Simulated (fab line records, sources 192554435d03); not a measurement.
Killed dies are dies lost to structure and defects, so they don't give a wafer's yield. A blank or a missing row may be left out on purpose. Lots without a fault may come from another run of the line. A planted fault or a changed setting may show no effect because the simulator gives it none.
Split-lot experiment | flow n5_finfet | 7 lots, 39 wafers read, on a route of 1938 steps

THE SPLIT
At N5_GATE_CUT_ALD_22 (deposits SiNx, target thk 16 nm, pulse time 1 s, ald cycles 320), the setting ald_cycles was moved away from the recipe's 320 on 12 of the 39 wafers read, by -59.4% to +32.5%. The other wafers ran this setting at the recipe's value.

The reading is taken at the split's own step.

THE READING
SiNx_of_GATE_CUT_ALD_22.thk_nm (the simulator's own value, which no gauge read), in nm, at N5_GATE_CUT_ALD_22 (deposits SiNx, target thk 16 nm, pulse time 1 s, ald cycles 320). The file gives no usual value for it. The 27 wafers here that ran the recipe average 16.0 nm, standard deviation 0.052 nm.

wafer  | tool, chamber at the split | ald_cycles as run | against the recipe | SiNx_of_GATE_CUT_ALD_22.thk_nm, nm | against lot-mates on the recipe
L079.1 | ald_sin-01, 0,2            | 130               | -59.4%             | 6.4                                | -9.5
L079.2 | ald_sin-01, 0,2            | 130               | -59.4%             | 6.4                                | -9.5
L079.3 | ald_sin-01, 1              | 130               | -59.4%             | 6.6                                | -9.3
L079.4 | ald_sin-01, 3              | 320               | recipe             | 15.8                               | -
L079.5 | ald_sin-01, 3              | 320               | recipe             | 15.8                               | -
L079.6 | ald_sin-01, 0              | 320               | recipe             | 16                                 | -
L080.1 | ald_sin-04, 1,3            | 424               | +32.5%             | 21.2                               | +5.2
L080.4 | ald_sin-04, 1,3            | 424               | +32.5%             | 21.2                               | +5.2
L080.2 | ald_sin-04, 0,0,3          | 320               | recipe             | 16                                 | -
L080.5 | ald_sin-04, 0,0,3          | 320               | recipe             | 16                                 | -
L080.6 | ald_sin-04, 0,0,3          | 320               | recipe             | 16                                 | -
L080.3 | ald_sin-04, 2              | 424               | +32.5%             | 21                                 | +5.0
L081.1 | ald_sin-01, 3,2            | 223               | -30.3%             | 11                                 | -5.0
L081.4 | ald_sin-01, 3,2            | 223               | -30.3%             | 11                                 | -5.0
L081.2 | ald_sin-01, 0,1,2          | 320               | recipe             | 16                                 | -
L081.3 | ald_sin-01, 0,1,2          | 320               | recipe             | 16                                 | -
L081.6 | ald_sin-01, 0,1,2          | 320               | recipe             | 16                                 | -
L081.5 | ald_sin-01, 1              | 223               | -30.3%             | 11.2                               | -4.8
L083.1 | ald_sin-01, 2,3,0,1,2,3    | 320               | recipe             | 16                                 | -
L083.2 | ald_sin-01, 2,3,0,1,2,3    | 320               | recipe             | 16                                 | -
L083.3 | ald_sin-01, 2,3,0,1,2,3    | 320               | recipe             | 16                                 | -
L083.4 | ald_sin-01, 2,3,0,1,2,3    | 320               | recipe             | 16                                 | -
L083.5 | ald_sin-01, 2,3,0,1,2,3    | 320               | recipe             | 16                                 | -
L083.6 | ald_sin-01, 2,3,0,1,2,3    | 320               | recipe             | 16                                 | -
L093.1 | ald_sin-01, 2,3,1,0,3,0    | 320               | recipe             | 16                                 | -
L093.2 | ald_sin-01, 2,3,1,0,3,0    | 320               | recipe             | 16                                 | -
L093.3 | ald_sin-01, 2,3,1,0,3,0    | 320               | recipe             | 16                                 | -
L093.4 | ald_sin-01, 2,3,1,0,3,0    | 320               | recipe             | 16                                 | -
L093.5 | ald_sin-01, 2,3,1,0,3,0    | 320               | recipe             | 16                                 | -
L093.6 | ald_sin-01, 2,3,1,0,3,0    | 320               | recipe             | 16                                 | -
L094.1 | ald_sin-03, 0,2,1          | 320               | recipe             | 16                                 | -
L094.3 | ald_sin-03, 0,2,1          | 320               | recipe             | 16                                 | -
L094.6 | ald_sin-03, 0,2,1          | 320               | recipe             | 16                                 | -
L094.2 | ald_sin-03, 3,1,0          | 419               | +30.9%             | 21                                 | +5.0
L094.4 | ald_sin-03, 3,1,0          | 419               | +30.9%             | 21                                 | +5.0
L094.5 | ald_sin-03, 3,1,0          | 419               | +30.9%             | 21                                 | +5.0
L096.1 | ald_sin-03, 2,0,3          | 320               | recipe             | 16                                 | -
L096.3 | ald_sin-03, 2,0,3          | 320               | recipe             | 16                                 | -
L096.4 | ald_sin-03, 2,0,3          | 320               | recipe             | 16                                 | -
Where a row lists several chambers, the file gives one row for several wafers and doesn't say which wafer went through which chamber.

THE FIT
A straight line over all 39 wafers: SiNx_of_GATE_CUT_ALD_22.thk_nm changes by +0.161 nm for each +1% of ald_cycles; r = +1.00; the points scatter about the line by 0.07 nm.
The same after taking each lot's own level away (the mean of its wafers on the recipe; 39 wafers): +0.159 nm for each +1%; r = +1.00; scatter 0.068 nm.
On that fit, the largest move of ald_cycles shifts the reading by 9.5 nm.
The lots' own levels span 15.87 to 16.00 nm, that is 2.5 times the standard deviation above.
So the lot-to-lot level changes the slope little: the two slopes agree.
Check: with one of the wafers moved furthest among these (-59.4%) left out of the fit, the line predicts -9.46 nm for it against its lot-mates. It came out at -9.47 nm against them.

OTHER SPLITS ON THESE WAFERS
These wafers also went through other splits before the reading. Each is held against what the fit with the lots' levels taken away leaves over:
other split on the same wafers   | wafers away from the commonest value | r with SiNx_of_GATE_CUT_ALD_22.thk_nm (lot level and that fit taken away)
N5_ZERO_LAYER_PECVD_02 time_s    | 18                                   | +0.08
N5_FIN_SAQP_HM_DEP_72 time_s     | 9                                    | -0.03
N5_SPACER0_ALD_00 ald_cycles     | 15                                   | +0.12
N5_HKMG_FIN_HK_ALD_01 ald_cycles | 18                                   | -0.15

THE WHOLE CHAIN: every reading that the file lists as answering this split, in the file's order
step               | what it does                                                    | reading                                                                         | change (the file's fit)                                                              | r (the file's)
N5_GATE_CUT_ALD_22 | deposits SiNx, target thk 16 nm, pulse time 1 s, ald cycles 320 | SiNx_of_GATE_CUT_ALD_22.thk_nm (the simulator's own value, which no gauge read) | +0.159 nm for each +1% of the setting                                                | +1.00
N5_GATE_CUT_CMP_23 | polishes, stops on SiO2, t overpolish 23.4 s, target thk 16 nm  | time_to_endpoint_s                                                              | withheld for each +1% of the setting                                                 | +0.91
N5_GATE_CUT_CMP_23 | polishes, stops on SiO2, t overpolish 23.4 s, target thk 16 nm  | SiNx_of_GATE_CUT_ALD_22.thk_nm (the simulator's own value, which no gauge read) | not straight: 6.467 at the lowest setting, 15.99 at the recipe, 14.07 at the highest | not given

THE FILE'S OWN FIT
SiNx_of_GATE_CUT_ALD_22.thk_nm changes by +0.159 nm for each +1% of ald_cycles, r = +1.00.
